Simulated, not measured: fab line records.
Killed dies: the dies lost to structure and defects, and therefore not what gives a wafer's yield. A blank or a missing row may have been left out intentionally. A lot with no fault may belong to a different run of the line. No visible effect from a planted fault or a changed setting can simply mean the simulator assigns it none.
fab line records + flow n5_finfet
record
- lots=4
- wafers=12
- last_day=18
route steps=1938 shown BEOL_M12@1627 BEOL_M13@1659 BEOL_M15@1830
lots that met no fault: from a run of the same line without faults
start_h: hours from the record's first day to the start of the lot's first wafer shown + wait_h: hours since the lot's step before + " same as the row above + L1.1+2: several wafers, shown together as one row + - no value present, or no start provided + * or withheld: withheld + < > ~ a bound
route shown NAME@n: NAME is a module with steps in the file, n the number in the route of the first one + usual: mean and standard deviation over wafers with no fault + same: alike in all rows + chamber/n: place in a boat + sites: each site's reading + _std_site: how widely they spread, as a standard deviation + _edge_site: mean of outer sites minus mean of inner sites + radius_mm: for every site, how far away it sits from the centre of the wafer + mask NAME#n: copy n + behind: the most recent tool/chamber to have shaped the wafer + hold: the reason the lot was held/the length of the hold in hours/how it ended + device: transistor that didn't switch, given as n, p or np + end of line: the route-end tests of the same wafers + for a step that has no rows: nothing shown but its recipe + killed: not the wafer's yield, but the dies lost to structure and defects at the first sort + map: shows each die of a wafer: x if killed, . if not, _ if none is there
set.NAME: the setting the step ran with; set.NAME@STEP: the setting that earlier step ran with + model.NAME: the simulator's own value behind a step, which no gauge read
lots at selected steps of the route; one table per step, one row per wafer
services: from which hour (start_h, from the record's first day; less than 0 if before it) a tool's chamber was out of use, for how many hours, and why
## steps
# step N5_BEOL_M12_SOFTBAKE_23
# recipe
- temp_c=130
- time_s=60
# step N5_BEOL_M12_EXPOSE_25
# recipe
- mask_id=M12
- na=0.93
- source_shape=conventional
- sigma_outer=0.4
- polarization=unpolarized
- dose_mj=21.8
# step N5_BEOL_M12_PEB_26
# recipe
- peb_temp_c=130
- peb_time_s=90
# step N5_BEOL_M12_DEVELOP_27
# recipe
- develop_time_s=45
- rinse_liquid=diw
- dry=air_spin
- dev_temp_c=21
# step N5_BEOL_M12_HARDBAKE_32
# recipe
- temp_c=130
- time_s=120
# step N5_BEOL_M12_DESCUM_33
# recipe
- chemistry=O2
- time_s=7.9
- source_power_w=50
- bias_power_w=20
- pressure_mtorr=20
- rf_frequency_hz=2.712e+07
- temp_c=40
- o2_flow_sccm=225
# step N5_BEOL_M12_ETCH_67
# recipe
- chemistry=CF4
- target=SiARC
- target_depth_a=1430
- time_s=238.3
- ion_energy_ev=80
- pressure_mtorr=40
- source_w=545
- bias_w=36
- Ar_flow_sccm=100
- cf4_flow_sccm=100
- ends=cleared
# step N5_BEOL_M12_ETCH_68
# recipe
- chemistry=N2/H2
- target=SOC
- mask_material=SiARC
- source_w=3000
- bias_w=350
- temp_c=40
- time_s=285
- ion_energy_ev=200
- pressure_mtorr=30
- n2_flow_sccm=200
- h2_flow_sccm=200
# step N5_BEOL_M12_STRIP_69
# recipe
- chemistry=N2/H2
- temp_c=40
- n2_flow_sccm=200
- h2_flow_sccm=200
- rf_frequency_hz=6e+07
# step N5_BEOL_M12_TRENCH_ETCH_34
# recipe
- chemistry=C4F8/O2/Ar
- target=SiOC
- target_depth_a=3189.5
- mask_material=SOC
- pressure_mtorr=30
- source_w=3000
- bias_w=700
- Ar_flow_sccm=400
- C4F8_flow_sccm=15
- O2_flow_sccm=8
- he_inner_torr=15
- he_outer_torr=30
- time_s=125.5
- ion_energy_ev=250
# usual
- bias_w=700.0/2.2
- drypump_motor_current_A=5.7/0.44
- he_outer_torr=30.01/0.061
- oes_product_au=0.82/0.071
- rf_vpp_V=665/3.1
- showerhead_plenum_p_Torr=3.39/0.11
- throttle_valve_pct=24.17/0.28
# same
- time_s=125.5
| lot.wafer | tool        | chamber | start_h | wait_h | bias_w | drypump_motor_current_A | he_outer_torr | oes_product_au | rf_hours_counter_h | rf_vpp_V | showerhead_plenum_p_Torr | throttle_valve_pct | model.etch.depth_nm |
|-----------|-------------|---------|---------|--------|--------|-------------------------|---------------|----------------|--------------------|----------|--------------------------|--------------------|---------------------|
| L624.2    | rie_diel-03 | 2       | 287.73  | 0.0    | 700.4  | 5.9                     | 30.05         | 0.91           | 18                 | 671      | 3.66                     | 24.36              | 317.5               |
| L624.3    | "           | 1       | "       | "      | 699.6  | 5.9                     | 30.11         | 0.86           | 51                 | 667      | 3.44                     | 23.65              | 319.3               |
| L624.6    | "           | 1       | "       | "      | 700.6  | 5.9                     | 30.07         | 0.86           | -                  | 666      | 3.44                     | 23.62              | 318.5               |
| L630.1    | rie_diel-03 | 3       | 322.29  | 0.0    | 700.9  | 5.8                     | 30.06         | 0.75           | 146                | 666      | 3.43                     | 24.44              | 321.1               |
| L630.4    | "           | 1       | "       | "      | 699.7  | 5.8                     | 29.96         | 0.85           | 64                 | 666      | 3.44                     | 23.65              | 320.1               |
| L630.5    | "           | 2       | "       | "      | 700.0  | 5.9                     | 30.09         | 0.77           | -                  | 672      | 3.65                     | 24.36              | 254.4               |
| L634.3    | rie_diel-03 | 2       | 353.56  | 0.0    | 701.9  | 5.9                     | 30.06         | 0.87           | 42                 | 672      | 3.64                     | 24.40              | 319.1               |
| L634.4    | "           | 3       | "       | "      | 699.3  | 5.8                     | 29.99         | 0.74           | 157                | 666      | 3.42                     | 24.45              | 318.4               |
| L634.5    | "           | 2       | "       | "      | 699.7  | 5.9                     | 29.98         | 0.77           | -                  | 670      | 3.64                     | 24.38              | 259.1               |
| L641.1    | rie_diel-01 | 2       | 394.90  | 0.0    | 698.3  | 5.8                     | 30.06         | 0.81           | 101                | 662      | 3.31                     | 24.33              | 323.5               |
| L641.4    | "           | 1       | "       | "      | 700.1  | 6.3                     | 30.03         | 0.82           | 71                 | 662      | 3.32                     | 24.10              | 315.5               |
| L641.5    | "           | 0       | "       | "      | 700.9  | 4.9                     | 29.93         | 0.85           | -                  | 664      | 3.37                     | 24.52              | 317.2               |
# step N5_BEOL_M12_STRIP_70
# recipe
- chemistry=C4F8/O2/Ar
- resist=SiARC
- rf_frequency_hz=6e+07
# step N5_BEOL_M12_OCD_MEAS_35
# usual
- trench_depth_nm=319/3.1
| lot.wafer | tool   | chamber | start_h | wait_h | trench_depth_nm |
|-----------|--------|---------|---------|--------|-----------------|
| L624.2    | ocd-02 | -       | 287.89  | 0.0    | 317             |
| L624.3    | "      | -       | "       | "      | 320             |
| L624.6    | "      | -       | "       | "      | 318             |
| L630.1    | ocd-01 | -       | 322.44  | 0.0    | 321             |
| L630.4    | "      | -       | "       | "      | 321             |
| L630.5    | "      | -       | "       | "      | 254             |
| L634.3    | ocd-01 | -       | 353.72  | 0.0    | 319             |
| L634.4    | "      | -       | "       | "      | 318             |
| L634.5    | "      | -       | "       | "      | 259             |
| L641.1    | ocd-01 | -       | 395.05  | 0.0    | 324             |
| L641.4    | "      | -       | "       | "      | 316             |
| L641.5    | "      | -       | "       | "      | 317             |
# step N5_BEOL_M12_STRIP_37
# recipe
- chemistry=N2/H2
- power_w=1000
- temp_c=250
- h2_frac=0.65
- overash_fraction=0.3
- pressure_mtorr=withheld
- n2_flow_sccm=1750
- h2_flow_sccm=3250
# step N5_BEOL_M12_ETCH_38
# recipe
- chemistry=CF4/N2
- target=SiCN
- target_depth_a=687
- taper_deg=2
- time_s=73.4
- ion_energy_ev=150
- mask_material=SiO2
- pressure_mtorr=40
- source_w=430
- bias_w=70
- Ar_flow_sccm=100
- cf4_flow_sccm=60
- n2_flow_sccm=60
# step N5_BEOL_M12_PRECLEAN_39
# recipe
- chemistry=residue_remover
- time_s=60
- temp_c=40
# step N5_BEOL_M12_SRD_40
# recipe
- time_s=30
- temp_c=23
- rinse_liquid=diw
- dry=n2_spin
- spin_rpm=1500
- dry_time_s=30
# step N5_BEOL_M12_DEGAS_41
# recipe
- ambient=vacuum
- temp_c=250
- time_s=60
# step N5_BEOL_M12_PRE_CLEAN_42
# recipe
- gas=H2/He
- time_s=30
- temp_c=250
# step N5_BEOL_M12_SPUTTER_43
# recipe
- material=TaN
- target_thk_a=150
- temp_c=50
- bias_v=168.6
- power_w=15000
- chamber_pressure_pa=0.12
- time_s=24.19
# step N5_BEOL_M12_SPUTTER_44
# recipe
- material=Ta
- target_thk_a=100
- temp_c=50
- bias_v=80
- power_w=15000
- chamber_pressure_pa=0.07
- time_s=16.13
# step N5_BEOL_M12_SPUTTER_45
# recipe
- material=Cu
- target_thk_a=800
- temp_c=-20
- bias_v=60
- power_w=26000
- chamber_pressure_pa=0.13
- time_s=13.33
# step N5_BEOL_M12_ECD_47
# recipe
- material=Cu
- target_thk_a=7200
# step N5_BEOL_M12_ANNEAL_48
# recipe
- temp_c=225
- time_s=90
- ambient=N2
# step N5_BEOL_M12_CMP_49
# recipe
- stop_on=SiOC
- t_overpolish_s=20.6
- down_force_psi=1
- platen_rpm=50
- clearing_platen_down_force_psi=1.5
- clearing_platen_rpm=50
- post_cmp_clean=cu_alkaline
- target_thk_nm=320
- clearing_platen_pad_velocity_m_s=0.99484
- pad_velocity_m_s=0.99484
# usual
- barrier_field_endpoint_s=29.9/0.71
- clearing_platen_down_force_psi=1.4998/0.0028
- edge_zone_pressure_frac=0.999/0.0056
- motor_current_A=6.1/0.69
- overpolish_run_s=20.599/0.0075
| lot.wafer | tool   | chamber | start_h | wait_h | barrier_field_endpoint_s | clearing_platen_down_force_psi | edge_zone_pressure_frac | motor_current_A | overpolish_run_s | model.Cu_of_BEOL_M12_ECD_47.thk_nm |
|-----------|--------|---------|---------|--------|--------------------------|--------------------------------|-------------------------|-----------------|------------------|------------------------------------|
| L624.3    | cmp-01 | 1       | 297.77  | 0.2    | 30.9                     | 1.5003                         | 0.997                   | 6.4             | 20.607           | 320                                |
| L624.2    | "      | 0       | "       | "      | 30.3                     | 1.4991                         | 0.997                   | 6.6             | 20.594           | 319                                |
| L624.6    | "      | 1       | "       | "      | 29.9                     | 1.4997                         | 1.006                   | 6.5             | 20.606           | 319.8                              |
| L630.1    | cmp-01 | 1       | 327.06  | 0.3    | 29.9                     | 1.5002                         | 0.989                   | 6.5             | 20.606           | 321.8                              |
| L630.4    | "      | 2       | "       | "      | 29.5                     | 1.4987                         | 0.995                   | 5.5             | 20.600           | 321.2                              |
| L630.5    | "      | 0       | "       | "      | 29.8                     | 1.4991                         | 0.990                   | 6.5             | 20.594           | 255.4                              |
| L634.3    | cmp-01 | 0       | 357.02  | 0.2    | 31.0                     | 1.4920                         | 0.991                   | 6.5             | 20.607           | 319.4                              |
| L634.4    | "      | 1       | "       | "      | 29.4                     | 1.4981                         | 1.000                   | 6.3             | 20.592           | 319.2                              |
| L634.5    | "      | 0       | "       | "      | 31.3                     | 1.4964                         | 0.992                   | 6.6             | 20.606           | 259.4                              |
| L641.1    | cmp-01 | 2       | 401.31  | 0.3    | 29.5                     | 1.5022                         | 0.992                   | 5.6             | 20.591           | 325.4                              |
| L641.4    | "      | 3       | "       | "      | 30.2                     | 1.5025                         | 0.995                   | 5.3             | 20.595           | 316.8                              |
| L641.5    | "      | 2       | "       | "      | 30.2                     | 1.4983                         | 0.998                   | 5.4             | 20.602           | 319.6                              |
# step N5_BEOL_M12_THK_MEAS_50
# recipe
- thk_meas_gauge=xrf
- reads=Cu_of_BEOL_M12_ECD_47
# usual
- M12_THK=316/4
| lot.wafer | tool          | chamber | start_h | wait_h | M12_THK[nm] |
|-----------|---------------|---------|---------|--------|-------------|
| L624.2    | film_metro-02 | -       | 298.06  | -      | 318         |
| L624.3    | "             | -       | "       | "      | 320         |
| L624.6    | "             | -       | "       | "      | 321         |
| L630.1    | film_metro-01 | -       | 327.32  | -      | 318         |
| L630.4    | "             | -       | "       | "      | 319         |
| L630.5    | "             | -       | "       | "      | 253         |
| L634.3    | film_metro-02 | -       | 357.32  | -      | 317         |
| L634.4    | "             | -       | "       | "      | 318         |
| L634.5    | "             | -       | "       | "      | 259         |
| L641.1    | film_metro-01 | -       | 401.57  | -      | 325         |
| L641.4    | "             | -       | "       | "      | 314         |
| L641.5    | "             | -       | "       | "      | 318         |
# step N5_BEOL_M12_PRE_CLEAN_52
# recipe
- gas=NH3
- time_s=15
- temp_c=withheld
- rf_power_w=300
# step N5_BEOL_M12_DEP_53
# recipe
- material=SiCN
- target_thk_a=300
- temp_c=withheld
- precursor=3MS/NH3
- pressure_torr=3
- rf_w=675
- time_s=10.5
# step N5_BEOL_M12_RS_MEAS_54
# recipe
- thk_meas_gauge=four-point-probe
- reads=Cu_of_BEOL_M12_ECD_47+Ta_of_BEOL_M12_SPUTTER_44+TaN_of_BEOL_M12_SPUTTER_43
# usual
- M12_RS=0.0601/0.00069
| lot.wafer | tool          | chamber | start_h | wait_h | M12_RS[ohm/sq] |
|-----------|---------------|---------|---------|--------|----------------|
| L624.2    | film_metro-01 | -       | 298.19  | 0.0    | 0.0601         |
| L624.3    | "             | -       | "       | "      | 0.0597         |
| L624.6    | "             | -       | "       | "      | 0.0599         |
| L630.1    | film_metro-02 | -       | 327.44  | 0.0    | 0.0595         |
| L630.4    | "             | -       | "       | "      | 0.0596         |
| L630.5    | "             | -       | "       | "      | 0.0759         |
| L634.3    | film_metro-02 | -       | 357.44  | 0.0    | 0.0600         |
| L634.4    | "             | -       | "       | "      | 0.0600         |
| L634.5    | "             | -       | "       | "      | 0.0747         |
| L641.1    | film_metro-01 | -       | 401.72  | 0.1    | 0.0589         |
| L641.4    | "             | -       | "       | "      | 0.0606         |
| L641.5    | "             | -       | "       | "      | 0.0601         |
# step N5_BEOL_M13_ILD_DEP_00
# recipe
- material=SiOC
- target_thk_a=8379.2
- temp_c=350
- precursor=DEMS/O2
- pressure_torr=5
- rf_w=500
- time_s=166.4
# step N5_BEOL_M13_COAT_58
# recipe
- resist=BARC
- temp_c=205
- time_s=60
- spin_rpm=1500
- resist_thk_nm=89
# step N5_BEOL_M13_COAT_04
# recipe
- spin_rpm=1625
- resist_thk_nm=400
# step N5_BEOL_M13_EBR_06
# recipe
- solvent=PGMEA
- ebr_width_mm=1.5
# step N5_BEOL_M13_SOFTBAKE_05
# recipe
- temp_c=130
- time_s=60
# step N5_BEOL_M13_EXPOSE_07
# recipe
- mask_id=V12
- na=0.93
- source_shape=conventional
- sigma_outer=0.6
- polarization=unpolarized
- attpsm_phase_deg=180
- dose_mj=24.8
# step N5_BEOL_M13_PEB_08
# recipe
- peb_temp_c=130
- peb_time_s=90
# step N5_BEOL_M13_DEVELOP_09
# recipe
- develop_time_s=45
- rinse_liquid=diw
- dry=air_spin
- dev_temp_c=21
# step N5_BEOL_M13_HARDBAKE_14
# recipe
- temp_c=130
- time_s=120
# step N5_BEOL_M15_RC_MEAS_101
# usual
- etest_temp_c=25.00/0.11
- COMB_M10=1.6e-11/3.6e-12
- COMB_M10_max_site=2.2e-11/5.3e-12
- COMB_M11=1.5e-11/3e-12
- COMB_M13=4.7e-12/1.1e-12
- COMB_M14=3.5e-12/9.9e-13
- COMB_M15=2.5e-12/7.4e-13
- COMB_M15_max_site=3.7e-12/1e-12
- COMB_M5=3.7e-11/7e-12
- COMB_M6=2.5e-11/5e-12
- COMB_M7=2.6e-11/5.2e-12
- COMB_M8=2.6e-11/5.4e-12
- COMB_M9=1.5e-11/3.3e-12
- SERP_M10=3.07/0.076
- SERP_M11=3.10/0.095
- SERP_M12=0.634/0.015
- SERP_M12_max_site=0.647/0.015
- SERP_M13=0.308/0.0064
- SERP_M14=0.160/0.0046
- SERP_M5=39.4/1.9
- SERP_M5_max_site=40.8/2
- SERP_M6=13.7/0.54
- SERP_M7=13.8/0.58
- SERP_M7_max_site=14.4/0.6
- SERP_M8=13.8/0.5
- SERP_M8_max_site=14.4/0.54
- SERP_M9=3.10/0.099
| lot.wafer | tool      | chamber | start_h | wait_h | etest_temp_c | COMB_M10[S/m] | COMB_M10_max_site[S/m] | COMB_M11[S/m] | COMB_M13[S/m] | COMB_M14[S/m] | COMB_M15[S/m] | COMB_M15_max_site[S/m] | COMB_M5[S/m] | COMB_M6[S/m] | COMB_M7[S/m] | COMB_M8[S/m] | COMB_M9[S/m] | SERP_M10[ohm/um] | SERP_M11[ohm/um] | SERP_M12[ohm/um] | SERP_M12_max_site[ohm/um] | SERP_M13[ohm/um] | SERP_M14[ohm/um] | SERP_M5[ohm/um] | SERP_M5_max_site[ohm/um] | SERP_M6[ohm/um] | SERP_M7[ohm/um] | SERP_M7_max_site[ohm/um] | SERP_M8[ohm/um] | SERP_M8_max_site[ohm/um] | SERP_M9[ohm/um] |
|-----------|-----------|---------|---------|--------|--------------|---------------|------------------------|---------------|---------------|---------------|---------------|------------------------|--------------|--------------|--------------|--------------|--------------|------------------|------------------|------------------|---------------------------|------------------|------------------|-----------------|--------------------------|-----------------|-----------------|--------------------------|-----------------|--------------------------|-----------------|
| L624.2    | prober-02 | 0       | 330.00  | 0.2    | 25.14        | 1.5e-11       | 1.8e-11                | 1.5e-11       | 3.6e-12       | 2.9e-12       | 1.7e-12       | 3.1e-12                | 3.9e-11      | 2.7e-11      | 2.6e-11      | 2.3e-11      | 1.7e-11      | 2.96             | 3.04             | 0.641            | 0.652                     | 0.304            | 0.170            | 42.2            | 43.2                     | 13.5            | 13.8            | 13.9                     | 13.7            | 14.0                     | 3.11            |
| L624.3    | "         | 0       | "       | "      | 25.05        | 1.4e-11       | 2.1e-11                | 1.1e-11       | 3e-12         | 2.7e-12       | 1.4e-12       | 3e-12                  | 3.7e-11      | 2.3e-11      | 2.2e-11      | 2.4e-11      | 1.6e-11      | 3.07             | 3.02             | 0.636            | 0.647                     | 0.311            | 0.155            | 39.0            | 40.4                     | 13.9            | 13.7            | 14.5                     | 12.5            | 13.4                     | 3.15            |
| L624.6    | "         | 0       | "       | "      | 25.05        | 1.7e-11       | 2.9e-11                | 1.5e-11       | 4.3e-12       | 2.8e-12       | 1.4e-12       | 1.7e-12                | 3e-11        | 2.5e-11      | 2.3e-11      | 1.7e-11      | 1.5e-11      | 3.02             | 2.99             | 0.632            | 0.640                     | 0.306            | 0.157            | 37.7            | 38.7                     | 13.4            | 13.1            | 13.7                     | 13.2            | 13.7                     | 3.06            |
| L630.1    | prober-01 | 0       | 352.10  | 0.0    | 24.87        | 2.1e-11       | 2.4e-11                | 1.2e-11       | 5.2e-12       | 4.7e-12       | 3.1e-12       | 4.7e-12                | 3.2e-11      | 2.9e-11      | 3e-11        | 3.3e-11      | 2.2e-11      | 3.12             | 3.10             | 0.632            | 0.654                     | 0.316            | 0.165            | 37.7            | 38.4                     | 13.2            | 13.9            | 14.9                     | 13.7            | 14.1                     | 3.03            |
| L630.4    | "         | 0       | "       | "      | 24.92        | 1.6e-11       | 2.3e-11                | 1.4e-11       | 4.2e-12       | 4.9e-12       | 3.3e-12       | 3.8e-12                | 4.1e-11      | 1.8e-11      | 2e-11        | 3.4e-11      | 1.4e-11      | 3.12             | 3.18             | 0.626            | 0.643                     | 0.308            | 0.160            | 38.7            | 39.5                     | 14.0            | 13.2            | 14.1                     | 14.1            | 14.5                     | 2.92            |
| L630.5    | "         | 0       | "       | "      | 25.06        | 2.2e-11       | 2.9e-11                | 1.2e-11       | 4.2e-12       | 5e-12         | 2.7e-12       | 5.2e-12                | 3.7e-11      | 2.9e-11      | 2.3e-11      | 3.4e-11      | 2e-11        | 3.17             | 3.14             | 0.789            | 0.809                     | 0.308            | 0.160            | 36.2            | 37.8                     | 14.0            | 13.2            | 14.3                     | 13.9            | 14.3                     | 3.22            |
| L634.3    | prober-02 | 0       | 381.45  | 0.3    | 25.09        | 2e-11         | 2.4e-11                | 1.2e-11       | 3e-12         | 2.9e-12       | 2.1e-12       | 3.3e-12                | 4e-11        | 2.3e-11      | 2.4e-11      | 2e-11        | 1.9e-11      | 3.11             | 3.11             | 0.628            | 0.651                     | 0.306            | 0.153            | 38.8            | 39.9                     | 13.2            | 13.2            | 13.6                     | 13.7            | 13.9                     | 2.90            |
| L634.4    | "         | 0       | "       | "      | 25.02        | 1.8e-11       | 2.9e-11                | 1.8e-11       | 3.7e-12       | 4.9e-12       | 1.9e-12       | 3.1e-12                | 4.3e-11      | 2.2e-11      | 2.2e-11      | 2.4e-11      | 1.6e-11      | 3.16             | 3.12             | 0.623            | 0.631                     | 0.304            | 0.155            | 35.7            | 36.6                     | 13.5            | 14.5            | 14.8                     | 14.5            | 14.8                     | 3.11            |
| L634.5    | "         | 0       | "       | "      | 25.09        | 2.2e-11       | 2.5e-11                | 1e-11         | 4.9e-12       | 2.6e-12       | 1.9e-12       | 3.4e-12                | 3.2e-11      | 1.9e-11      | 2.7e-11      | 2.1e-11      | 1.8e-11      | 3.10             | 3.11             | 0.825            | 0.833                     | 0.319            | 0.156            | 37.0            | 37.6                     | 13.7            | 13.3            | 14.0                     | 14.2            | 14.4                     | 2.96            |
| L641.1    | prober-02 | 0       | 421.88  | 0.6    | 24.99        | 1.7e-11       | 2.3e-11                | 1.3e-11       | 4.8e-12       | 3.4e-12       | 3e-12         | 5.8e-12                | 3e-11        | 2.7e-11      | 1.7e-11      | 2.2e-11      | 1.2e-11      | 3.00             | 2.94             | 0.619            | 0.637                     | 0.308            | 0.155            | 41.0            | 43.5                     | 14.7            | 13.2            | 13.7                     | 12.6            | 13.1                     | 3.03            |
| L641.4    | "         | 0       | "       | "      | 25.13        | 1.3e-11       | 2.7e-11                | 1.6e-11       | 6.5e-12       | 3.3e-12       | 2.7e-12       | 3.4e-12                | 4.4e-11      | 2.5e-11      | 2.1e-11      | 2.6e-11      | 1.5e-11      | 2.98             | 2.98             | 0.635            | 0.650                     | 0.303            | 0.160            | 40.5            | 41.5                     | 13.9            | 13.1            | 14.0                     | 13.9            | 14.5                     | 3.14            |
| L641.5    | "         | 0       | "       | "      | 25.18        | 1.7e-11       | 2.2e-11                | 1.7e-11       | 4.9e-12       | 5.2e-12       | 2.9e-12       | 3.9e-12                | 3.2e-11      | 1.9e-11      | 2e-11        | 2.2e-11      | 1.2e-11      | 3.04             | 2.99             | 0.653            | 0.665                     | 0.303            | 0.158            | 38.5            | 39.7                     | 13.6            | 14.7            | 15.0                     | 14.6            | 15.3                     | 3.13            |
# sites SERP_M12 radius_mm=0,75,75,75,75,140,140,140,140
L624.2 0.634 0.652 0.627 0.651 0.639 0.634 0.644 0.651 0.641
L630.1 0.619 0.622 0.632 0.634 0.627 0.639 0.628 0.640 0.654
L634.3 0.628 0.634 0.625 0.632 0.622 0.621 0.651 0.635 0.624
L641.1 0.616 0.633 0.619 0.614 0.637 0.616 0.611 0.623 0.623
## services
| tool        | chamber | start_h | hours | kind                           |
|-------------|---------|---------|-------|--------------------------------|
| cmp-01      | -       | 267.74  | 4.1   | pm                             |
| cmp-01      | -       | 277.06  | 4.0   | pm                             |
| cmp-01      | -       | 281.06  | -     | consumable_replace:conditioner |
| cmp-01      | -       | 281.06  | -     | consumable_replace:pad         |
| rie_diel-01 | 2       | 306.55  | 1.8   | repair                         |
| rie_diel-01 | -       | 317.64  | 2.8   | pm                             |
| cmp-01      | -       | 358.42  | 3.8   | repair                         |
| rie_diel-03 | 0       | 361.23  | -     | clean                          |
| rie_diel-03 | 0       | 361.23  | -     | consumable_replace:focus_ring  |
| rie_diel-03 | 0       | 361.23  | -     | consumable_replace:showerhead  |
| rie_diel-03 | 0       | 361.23  | 14.1  | scheduled_down                 |
| rie_diel-03 | 0       | 361.23  | 14.1  | vent_cycle                     |
| rie_diel-01 | -       | 365.55  | 15.6  | pm                             |
## key
first_sign
- step=N5_BEOL_M12_OCD_MEAS_35
- reading=trench_depth_nm
- direction=down
- sigmas=20
- usual=319
- struck=257
effect
- step=N5_BEOL_M12_THK_MEAS_50
- reading=M12_THK
- direction=down
- sigmas=15
- usual=316
- struck=256
effect
- step=N5_BEOL_M12_RS_MEAS_54
- reading=M12_RS
- direction=up
- sigmas=22
- usual=0.0601
- struck=0.0753
effect
- step=N5_BEOL_M15_RC_MEAS_101
- reading=SERP_M12
- direction=up
- sigmas=12
- usual=0.634
- struck=0.807
model_effect
- step=N5_BEOL_M12_TRENCH_ETCH_34
- value=etch.depth_nm
- without=320.6
- struck=256.7
model_effect
- step=N5_BEOL_M12_CMP_49
- value=Cu_of_BEOL_M12_ECD_47.thk_nm
- without=321.2
- struck=257.4
met_at N5_BEOL_M12_TRENCH_ETCH_34
struck_wafers L630.5,L634.5
onset_between 287.73 322.29
fault
- kind=process_parameter_drift
- tool=rie_diel-03
- chamber=-
- onset_h=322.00
- steps=N5_BEOL_M12_TRENCH_ETCH_34
- channel=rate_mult
- offset=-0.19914
- shape=step
- end_h=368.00
- scope=struck_wafers_only
